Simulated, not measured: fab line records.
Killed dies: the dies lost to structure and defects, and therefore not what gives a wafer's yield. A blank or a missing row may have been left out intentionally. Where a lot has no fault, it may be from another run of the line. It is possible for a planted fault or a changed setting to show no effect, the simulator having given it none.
8D (eight disciplines) problem report, filled in by code | flow n5 finfet | the parts of the form that need people (team, actions taken, sign-off) are left out

1. THE PROBLEM
etch rf on time s at N5_FIN_SAQP_ETCH_57 reads a mean of 34.8 s on 2 wafers of 2 lots; wafers without a fault read 46.6 s with a standard deviation of 0.98. Measured from the usual mean, that is -12 standard deviations.
The step: etches SiNx in CH3F/O2, target depth 32.5 nm, time 46.4 s.
First seen on wafer L420.2, day 5 13:25, on rie diel-01. The record holds 22 wafers of 8 lots with a number at this step. By rule, "out" or "out of limits" means more than 4 standard deviations away from the usual mean. The other wafers with a number count as sound.

2. WHAT THIS IS AND IS NOT
question                    | is                       | is not
which readings at this step | etch rf on time s        | bias w, drypump motor current A, oes product au, rf fwd power W, rf vpp V, showerhead plenum p Torr, throttle valve pct
which lots                  | L420, L422               | L408, L410, L412, L423, L424, L426
which wafers of those lots  | L420.2, L422.6           | L420.5, L422.4
read on which tools         | rie diel-01, rie diel-06 | rie diel-03
when                        | from day 5 13:25         | up to then (10 sound wafers); but 10 sound wafers of L422, L423, L424, L426 came after

3. WHAT RULES OUT EACH SUSPECT
Counting: if a tool at a process step up to the reading ran every lot that is out, it stays a suspect. Sound lots after the first of them don't rule it out here, since some wafers of a struck lot are sound.
- rie si-02 at N5_FIN_SAQP_MANDREL_ETCH_22 (etches a-Si in HBr/Cl2, stops on SiNx, target depth 60 nm, bt time 10 s, time 30 s): kept. Every lot that is out went through it, the first being L420 (day 5 11:28); the last sound lot it ran before that was L412 (day 3 10:02).
- At N5_FIN_SAQP_MANDREL_ETCH_22, inside rie si-02: chamber 0 took the wafers that are out, while their sound lot-mates went through chambers 1, 3.
After counting, what remains is rie si-02 at N5_FIN_SAQP_MANDREL_ETCH_22.

4. THE CAUSE (what the simulator had put in)
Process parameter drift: rie si-02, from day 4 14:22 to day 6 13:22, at N5_FIN_SAQP_MANDREL_ETCH_22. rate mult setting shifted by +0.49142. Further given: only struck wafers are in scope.
This tool alone remained once counting was done.

5. THE CHAIN OF EFFECTS, in route order
Each row: a reading where the mean over the struck wafers with a number is more than 3 standard deviations away from the usual. Only readings for which the record gives a usual standard deviation are gone through. hours: the time from each lot's start at the first step in this table that gives one to its start at this step, as a median over the lots. sigmas: the change in usual standard deviations.
hours | step                | reading           | usual  | on struck wafers | change | sigmas
0     | N5_FIN_SAQP_ETCH_57 | etch rf on time s | 46.6 s | 34.8             | -11.8  | -12
Its process steps:
- N5_FIN_SAQP_ETCH_57: etches SiNx in CH3F/O2, target depth 32.5 nm, time 46.4 s.
At these later measuring or inspecting steps, every struck wafer for which the step has a row has a number for every such reading, and none has moved that far: N5_BEOL_M4_RC_MEAS_101.

6. HOW IT WOULD HAVE BEEN CAUGHT EARLIER
In this record no reading fell out of limits until day 5 13:25, 23 hours after the fault had begun at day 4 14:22.
Tool readings at N5_FIN_SAQP_MANDREL_ETCH_22 with a usual standard deviation given in the record: none out on any struck wafer, hence no alarm at a limit of 4 standard deviations on them.
Of the lots that are out (2), L422 began N5_FIN_SAQP_MANDREL_ETCH_22 on rie si-02 after day 5 13:25. Holding the tool at that time would have saved it.
